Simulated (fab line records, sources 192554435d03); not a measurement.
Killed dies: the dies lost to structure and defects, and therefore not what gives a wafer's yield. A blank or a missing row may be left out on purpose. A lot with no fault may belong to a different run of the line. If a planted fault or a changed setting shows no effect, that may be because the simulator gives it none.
What tool caused it? || flow n5Finfet || 9 lots, 27 wafers sampled, at 5 steps of a route of 1938

## WHAT EACH GAUGE READ, for each wafer
N5_BEOL_M3_THK_MEAS_53: measures by xrf.
{"lot": "L491", "measured": "day 8 17:56", "on": "filmMetro-01", "M3_THK (nm)": "38.7 41.4 40.6"}
{"lot": "L495", "measured": "day 9 18:30", "on": "filmMetro-02", "M3_THK (nm)": "38.9 40.3 39.8"}
{"lot": "L497", "measured": "day 10 01:10", "on": "filmMetro-01", "M3_THK (nm)": "299.8 294.4 298.6"}
{"lot": "L498", "measured": "day 10 05:09", "on": "filmMetro-02", "M3_THK (nm)": "303.5 305.5 301.5"}
{"lot": "L499", "measured": "day 10 18:43", "on": "filmMetro-01", "M3_THK (nm)": "292.1 293.1 292.6"}
{"lot": "L502", "measured": "day 11 14:08", "on": "filmMetro-02", "M3_THK (nm)": "39.7 40.0 39.4"}
{"lot": "L503", "measured": "day 11 14:51", "on": "filmMetro-02", "M3_THK (nm)": "38.3 40.8 39.8"}
{"lot": "L506", "measured": "day 12 01:41", "on": "filmMetro-01", "M3_THK (nm)": "38.1 36.8 37.2"}
{"lot": "L505", "measured": "day 13 14:09", "on": "filmMetro-02", "M3_THK (nm)": "38.8 36.7 37.8"}

## TOOL THAT RAN EACH LOT (tool first, then ch and the chambers of the sampled wafers, then the start)
{"lot": "L491", "N5_BEOL_M3_ANNEAL_89": "pvdSputter-02, day 8 16:13", "N5_BEOL_M3_ANNEAL_93": "pvdSputter-02, day 8 16:40", "N5_BEOL_M3_SPUTTER_94": "pvdSputter-02, day 8 16:48", "N5_BEOL_M3_CMP_52": "cmp-02 ch 0,2,3, day 8 17:45"}
{"lot": "L495", "N5_BEOL_M3_ANNEAL_89": "pvdSputter-01, day 9 16:55", "N5_BEOL_M3_ANNEAL_93": "pvdSputter-01, day 9 17:21", "N5_BEOL_M3_SPUTTER_94": "pvdSputter-01, day 9 17:29", "N5_BEOL_M3_CMP_52": "cmp-03 ch 1,2, day 9 18:13"}
{"lot": "L497", "N5_BEOL_M3_ANNEAL_89": "pvdSputter-03, day 9 23:35", "N5_BEOL_M3_ANNEAL_93": "pvdSputter-03, day 10 00:01", "N5_BEOL_M3_SPUTTER_94": "pvdSputter-03, day 10 00:10", "N5_BEOL_M3_CMP_52": "cmp-02 ch 0,2, day 10 00:52"}
{"lot": "L498", "N5_BEOL_M3_ANNEAL_89": "pvdSputter-01, day 10 03:25", "N5_BEOL_M3_ANNEAL_93": "pvdSputter-01, day 10 03:51", "N5_BEOL_M3_SPUTTER_94": "pvdSputter-01, day 10 03:59", "N5_BEOL_M3_CMP_52": "cmp-02 ch 1,2,3, day 10 04:52"}
{"lot": "L499", "N5_BEOL_M3_ANNEAL_89": "pvdSputter-01, day 10 17:08", "N5_BEOL_M3_ANNEAL_93": "pvdSputter-01, day 10 17:34", "N5_BEOL_M3_SPUTTER_94": "pvdSputter-01, day 10 17:43", "N5_BEOL_M3_CMP_52": "cmp-02 ch 0,2,3, day 10 18:25"}
{"lot": "L502", "N5_BEOL_M3_ANNEAL_89": "pvdSputter-03, day 11 12:32", "N5_BEOL_M3_ANNEAL_93": "pvdSputter-03, day 11 12:59", "N5_BEOL_M3_SPUTTER_94": "pvdSputter-03, day 11 13:07", "N5_BEOL_M3_CMP_52": "cmp-02 ch 0,2,3, day 11 13:52"}
{"lot": "L503", "N5_BEOL_M3_ANNEAL_89": "pvdSputter-02, day 11 12:59", "N5_BEOL_M3_ANNEAL_93": "pvdSputter-02, day 11 13:25", "N5_BEOL_M3_SPUTTER_94": "pvdSputter-02, day 11 13:34", "N5_BEOL_M3_CMP_52": "cmp-02 ch 2,3, day 11 14:36"}
{"lot": "L506", "N5_BEOL_M3_ANNEAL_89": "pvdSputter-03, day 11 23:53", "N5_BEOL_M3_ANNEAL_93": "pvdSputter-03, day 12 00:19", "N5_BEOL_M3_SPUTTER_94": "pvdSputter-03, day 12 00:28", "N5_BEOL_M3_CMP_52": "cmp-01 ch 0,1,3, day 12 01:28"}
{"lot": "L505", "N5_BEOL_M3_ANNEAL_89": "pvdSputter-02, day 13 12:34", "N5_BEOL_M3_ANNEAL_93": "pvdSputter-02, day 13 13:00", "N5_BEOL_M3_SPUTTER_94": "pvdSputter-02, day 13 13:08", "N5_BEOL_M3_CMP_52": "cmp-01 ch 0,1,2, day 13 13:56"}
- N5_BEOL_M3_ANNEAL_89: time 240 s.
- N5_BEOL_M3_ANNEAL_93: time 240 s.
- N5_BEOL_M3_SPUTTER_94: material Cu, target thk 4.5 nm, time 8.29 s.
- N5_BEOL_M3_CMP_52: polishes, stops on SiOC, t overpolish 6.8 s, target thk 40 nm.

## THE ANSWER, worked out from the rows above alone
Rule: usual is defined by the lots themselves. Put in order of their means at a reading, lots are off if they are a third of the lots or fewer, leave a main group of 4 or more, and stand apart from it by a gap of 3 or more times the standard deviation of the main group's means; of several such gaps the widest counts. Not used: any main group whose means are identical at the precision the tables above print for the reading. Also off: a lot with no number at a reading for which 4 or more lots have one. Any other lot the step has rows for is counted as sound.
Off: at N5_BEOL_M3_THK_MEAS_53 (M3_THK), L497, L498, L499. Mean 39.1 nm and standard deviation 1.1 in the main group.
If a tool, at a process step before that reading, ran all the lots that are off and no sound lot after the first of them, it fits. Gauges at N5_BEOL_M3_THK_MEAS_53: tried the same way as those tools. Not one of the candidates tried fits.

## WHAT THE SIMULATOR HAD INSERTED
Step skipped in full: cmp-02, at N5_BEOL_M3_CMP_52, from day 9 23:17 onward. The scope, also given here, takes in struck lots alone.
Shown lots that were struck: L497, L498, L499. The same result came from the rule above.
